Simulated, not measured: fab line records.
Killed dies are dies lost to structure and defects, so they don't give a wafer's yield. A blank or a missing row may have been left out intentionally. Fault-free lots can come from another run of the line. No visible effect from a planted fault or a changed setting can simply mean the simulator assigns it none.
Problem report, 8D (eight disciplines) form, completed by code / flow nand_harc / the parts of the form that need people (team, actions taken, sign-off) are left out

1. WHAT WENT WRONG
NHARC_END_SORT_01, killed_at_periphery: mean 24.5 on 2 wafers (1 lot); fault-free wafers 3.4, standard deviation 2.5. That is +8.4 standard deviations from the usual mean.
First seen on wafer L580.2, day 31 23:50, on prober-01. At this step, 11 wafers from 4 lots have a number in the record. By rule, "out" or "out of limits" means more than 4 standard deviations away from the usual mean. Any other wafer with a number is counted as sound.

2. WHAT IT IS, WHAT IT ISN'T
question=which readings at this step; is=killed_at_periphery; is not=defect_limited_yield, killed_at_array, killed_at_other, killed_dies, killed_open, killed_short
question=which lots; is=L580; is not=L569, L570, L571
question=which wafers of those lots; is=all that have a number; is not=-
question=read on which gauges; is=prober-01; is not=prober-02
question=when; is=from day 31 23:50; is not=up to then (9 sound wafers)

3. THE SUSPECTS, EACH WITH WHAT RULES IT OUT
Counting: a tool at a process step up to the reading stays a suspect if it ran every lot that is out and no sound lot after the first of them.
- the gauge at NHARC_END_SORT_01: kept. All the wafers that are out were read on prober-01, and no step on other tools shows them out.
- rie_diel-12 at NHARC_P_M0_ETCH_34 (etches the open film in N2/H2, target depth 40 nm, overetch 12 nm, time 43.94 s): kept. It ran the lot that is out, L580 (day 14 02:23), and no sound lot after that; its last sound lot up to then is L571 (day 10 12:42).
- rie_diel-12 at NHARC_P_M0_STRIP_18 (strips in N2/H2): kept. It ran the lot that is out, L580 (day 14 02:44), and no sound lot after that; its last sound lot up to then is L570 (day 10 01:50).
- pvd_sputter-03 at NHARC_P_M0_PRE_CLEAN_29 (time 30 s): kept. It ran the lot that is out, L580 (day 14 03:26), and no sound lot after that; its last sound lot up to then is L569 (day 9 11:47). NHARC_P_M0_PRE_CLEAN_29 gives no start for some lots, so the hours and the order of its lots are those of NHARC_P_M0_PVD_20.
- pvd_sputter-03 at NHARC_P_M0_PVD_20 (deposits TaN, target thk 5 nm, time 8.06 s): kept. It ran the lot that is out, L580 (day 14 03:26), and no sound lot after that; its last sound lot up to then is L569 (day 9 11:47).
- rtp_anneal-01 at NHARC_P_M0_ANNEAL_30 (time 90 s): kept. It ran the lot that is out, L580 (day 14 04:06), and no sound lot after that; its last sound lot up to then is L569 (day 9 12:40).
- rie_diel-05 at NHARC_P_M1_ETCH_35 (etches the open film in N2/H2, target depth 40 nm, overetch 12 nm, time 43.94 s): kept. It ran the lot that is out, L580 (day 14 06:35), and no sound lot after that; its last sound lot up to then is L570 (day 10 05:39).
Left after counting: rie_diel-12 at NHARC_P_M0_ETCH_34, rie_diel-12 at NHARC_P_M0_STRIP_18, pvd_sputter-03 at NHARC_P_M0_PRE_CLEAN_29, pvd_sputter-03 at NHARC_P_M0_PVD_20, rtp_anneal-01 at NHARC_P_M0_ANNEAL_30, rie_diel-05 at NHARC_P_M1_ETCH_35, prober-01 at NHARC_END_SORT_01.

4. THE CAUSE (what the simulator had put in)
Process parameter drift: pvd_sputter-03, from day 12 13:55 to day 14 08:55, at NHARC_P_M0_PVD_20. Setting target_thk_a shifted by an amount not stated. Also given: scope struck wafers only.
Of the 7 suspects that counting leaves, this tool is one.

5. THE CHAIN OF EFFECTS, in route order
Each row: a reading where the mean over the struck wafers with a number is more than 3 standard deviations away from the usual. Only readings for which the record gives a usual standard deviation are gone through. hours: the time from each lot's start at the first step in this table that gives one to its start at this step, as a median over the lots. sigmas: the change in usual standard deviations.
hours=0; step=NHARC_END_SORT_01; reading=killed_at_periphery; usual=3.4; on struck wafers=24.5; change=+21.1; sigmas=+8.4

6. WHAT WOULD HAVE CAUGHT IT SOONER
The first out-of-limits reading at a measuring or inspecting step in this record came at day 31 23:50, 466 hours after the fault's start at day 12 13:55.
Tool readings at NHARC_P_M0_PVD_20 with a usual standard deviation given in the record: none out on any struck wafer, hence no alarm at a limit of 4 standard deviations on them.
By day 31 23:50 the whole set of lots that are out, 1 in number, had already begun NHARC_P_M0_PVD_20 on pvd_sputter-03. None of them would have been spared by holding the tool at that moment.
